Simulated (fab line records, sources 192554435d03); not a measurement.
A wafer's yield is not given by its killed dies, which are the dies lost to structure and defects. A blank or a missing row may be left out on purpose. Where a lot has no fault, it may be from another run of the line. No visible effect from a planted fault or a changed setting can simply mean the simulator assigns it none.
Lot-split experiment -- flow n5_finfet -- on a route of 1938 steps: 7 lots, 21 wafers read

SPLIT DETAILS
At N5_GATE_CUT_DESCUM_18 (chemistry O2, time 7 s), the setting time_s was moved away from the recipe's 7 s on 7 of the 21 wafers read, by -13.1% to +13.7%. For the rest of the wafers, this setting stayed at what the recipe calls for.

Reading taken at the split's own step.

THE READING
CAR-EUV_of_GATE_CUT_COAT_07.thk_nm (the simulator's own value, which no gauge read), in nm, at N5_GATE_CUT_DESCUM_18 (chemistry O2, time 7 s). The file does not state a usual value for it. The 14 wafers here that ran the recipe average 26.1 nm, standard deviation 0.1 nm.

wafer,"tool, chamber at the split","time_s as run, s",against the recipe,"CAR-EUV_of_GATE_CUT_COAT_07.thk_nm, nm",against lot-mates on the recipe
L076.2,"rie_diel-03, 1",7,recipe,26,-
L076.3,"rie_diel-03, 2",7.959,+13.7%,25.6,-0.5
L076.6,"rie_diel-03, 0",7,recipe,26.2,-
L084.1,"rie_diel-06, 1",6.093,-13.0%,26.4,+0.4
L084.5,"rie_diel-06, 0",6.093,-13.0%,26.6,+0.6
L084.6,"rie_diel-06, 1",7,recipe,26,-
L088.1,"rie_diel-04, 2,2,0",7,recipe,26.2,-
L088.4,"rie_diel-04, 2,2,0",7,recipe,26.2,-
L088.5,"rie_diel-04, 2,2,0",7,recipe,26.2,-
L089.2,"rie_diel-04, 1,2,3",7,recipe,26,-
L089.5,"rie_diel-04, 1,2,3",7,recipe,26,-
L089.6,"rie_diel-04, 1,2,3",7,recipe,26,-
L090.3,"rie_diel-06, 2,3",7,recipe,26,-
L090.6,"rie_diel-06, 2,3",7,recipe,26,-
L090.5,"rie_diel-06, 0",7,recipe,26.2,-
L093.2,"rie_diel-04, 2,0",7.889,+12.7%,25.8,-0.4
L093.5,"rie_diel-04, 2,0",7.889,+12.7%,25.8,-0.4
L093.4,"rie_diel-04, 0",7,recipe,26.2,-
L094.2,"rie_diel-03, 1",7,recipe,26.2,-
L094.4,"rie_diel-03, 1,2",6.084,-13.1%,26.6,+0.4
L094.6,"rie_diel-03, 1,2",6.084,-13.1%,26.6,+0.4
When a row names more than one chamber, that row covers several wafers, and the file does not tell which wafer ran in which chamber.

FIT RESULTS
A straight line over all 21 wafers: CAR-EUV_of_GATE_CUT_COAT_07.thk_nm changes by -0.0318 nm for each +1% of time_s; r = -0.93; the points scatter about the line by 0.1 nm.
The same after taking each lot's own level away (the mean of its wafers on the recipe; 21 wafers): -0.034 nm for each +1%; r = -0.97; scatter 0.065 nm.
That fit puts the effect of the largest move of time_s on the reading at 0.47 nm.
Across the lots, their own levels run from 26.00 to 26.20 nm, a range of 2.0 times the standard deviation given above.
Consequently the slope shifts little with the lot-to-lot level, the two slopes agreeing.
Check: -0.452 nm against its lot-mates is what the line predicts for one of the wafers moved furthest among these (+13.7%) when that wafer is left out of the fit. Against them it came out at -0.5 nm.

THESE WAFERS: OTHER SPLITS
These wafers also went through other splits before the reading. Each is held against what the fit with the lots' levels taken away leaves over:
other split on the same wafers,wafers away from the commonest value,r with CAR-EUV_of_GATE_CUT_COAT_07.thk_nm (lot level and that fit taken away)
N5_SDB_COAT_03 spin_rpm,7,+0.35
N5_SDB_COAT_04 time_s,5,+0.04
N5_HKMG_FIN_COAT_43 spin_rpm,9,+0.39
N5_HKMG_FIN_PEB_47 peb_time_s,5,+0.05

THE FILE'S OWN FIT
CAR-EUV_of_GATE_CUT_COAT_07.thk_nm changes by -0.0344 nm for each +1% of time_s, r = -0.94.
